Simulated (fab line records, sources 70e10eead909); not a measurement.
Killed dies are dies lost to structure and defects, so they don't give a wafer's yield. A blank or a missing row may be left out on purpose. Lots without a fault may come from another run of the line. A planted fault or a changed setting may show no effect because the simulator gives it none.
Chamber matching | flow nand_harc | NHARC_P_ZERO_WELL_ETCH_63 on rie_si-06: 4 sister chambers
The step etches the open film in HBr/Cl2, target depth 120 nm, time 40.1 s. 27 wafers are shown with their chamber, then 12 later ones without.

WAFERS WITH THEIR CHAMBER
wafer  | chamber | drypump_motor_current_A (A) | oes_product_au (a.u.) | mfc_cl2_sccm (sccm)
L075.2 | 3       | 5.4                         | 0.998                 | 49.95
L075.3 | 1       | 5.1                         | 0.994                 | 49.88
L075.5 | 2       | 6.2                         | 0.998                 | 49.95
L078.2 | 0       | 6.7                         | 0.990                 | 50.09
L078.4 | 1       | 5.1                         | 0.994                 | 49.99
L078.5 | 0       | 6.7                         | 0.985                 | 50.21
L080.1 | 3       | 5.4                         | 1.000                 | 49.66
L080.2 | 2       | 6.2                         | 0.995                 | 50.01
L080.4 | 1       | 5.2                         | 0.997                 | 50.26
L082.1 | 3       | 5.4                         | 1.002                 | 50.09
L082.4 | 0       | 6.7                         | 0.990                 | 49.98
L082.5 | 3       | 5.4                         | 0.999                 | 49.98
L083.1 | 0       | 6.7                         | 0.985                 | 50.02
L083.5 | 3       | 5.4                         | 1.006                 | 50.26
L083.6 | 2       | 6.2                         | 0.990                 | 49.81
L084.4 | 1       | 5.1                         | 0.982                 | 49.85
L084.5 | 3       | 5.4                         | 1.005                 | 49.84
L084.6 | 2       | 6.2                         | 0.992                 | 49.89
L086.1 | 0       | 6.7                         | 0.988                 | 50.26
L086.2 | 3       | 5.4                         | 1.001                 | 49.92
L086.3 | 1       | 5.2                         | 0.983                 | 49.98
L088.3 | 2       | 6.2                         | 0.997                 | 49.86
L088.5 | 3       | 5.4                         | 1.003                 | 50.33
L088.6 | 0       | 6.8                         | 0.991                 | 50.23
L090.1 | 2       | 6.2                         | 0.985                 | 50.16
L090.4 | 0       | 6.8                         | 0.986                 | 50.10
L090.5 | 3       | 5.4                         | 0.997                 | 49.92

SIGNATURES (means of the wafers above)
reading                 | chamber 0 | chamber 1 | chamber 2 | chamber 3 | scatter within a chamber
drypump_motor_current_A | 6.729     | 5.140     | 6.200     | 5.400     | 0.0338
oes_product_au          | 0.98786   | 0.99000   | 0.99283   | 1.00122   | 0.00431
mfc_cl2_sccm            | 50.1271   | 49.9920   | 49.9467   | 49.9944   | 0.161
Rule: a wafer's distance from a chamber is the root of the sum, over the readings, of the square of ((its reading less the chamber's mean) divided by the reading's scatter). The wafer belongs to the nearest chamber; if the next one is less than 2 further off, it can't be placed. The scatter: the root of (the sum of the squares of (reading less its chamber's mean) over the shown wafers, divided by (wafers less chambers)).

WAFERS WITHOUT THEIR CHAMBER
wafer  | drypump_motor_current_A (A) | oes_product_au (a.u.) | mfc_cl2_sccm (sccm)
L091.1 | 6.7                         | 0.987                 | 50.17
L091.3 | 5.1                         | 0.975                 | 49.93
L091.4 | 5.4                         | 0.990                 | 50.22
L092.1 | 5.1                         | 0.984                 | 50.06
L092.2 | 6.7                         | 0.977                 | 49.92
L092.4 | 6.2                         | 1.002                 | 49.91
L093.1 | 5.4                         | 0.989                 | 49.97
L093.3 | 6.2                         | 0.999                 | 49.76
L093.6 | 5.1                         | 0.981                 | 49.81
L095.3 | 6.2                         | 0.986                 | 49.81
L095.5 | 6.7                         | 0.989                 | 50.01
L095.6 | 5.1                         | 0.975                 | 50.03

WHICH CHAMBER EACH WENT THROUGH
wafer  | from the rows above | in truth
L091.1 | 0                   | 0
L091.3 | 1                   | 1
L091.4 | 3                   | 3
L092.1 | 1                   | 1
L092.2 | 0                   | 0
L092.4 | 2                   | 2
L093.1 | 3                   | 3
L093.3 | 2                   | 2
L093.6 | 1                   | 1
L095.3 | 2                   | 2
L095.5 | 0                   | 0
L095.6 | 1                   | 1
Placed correctly: 12 of 12. Can't be placed from these rows: 0. Placed wrongly: 0.
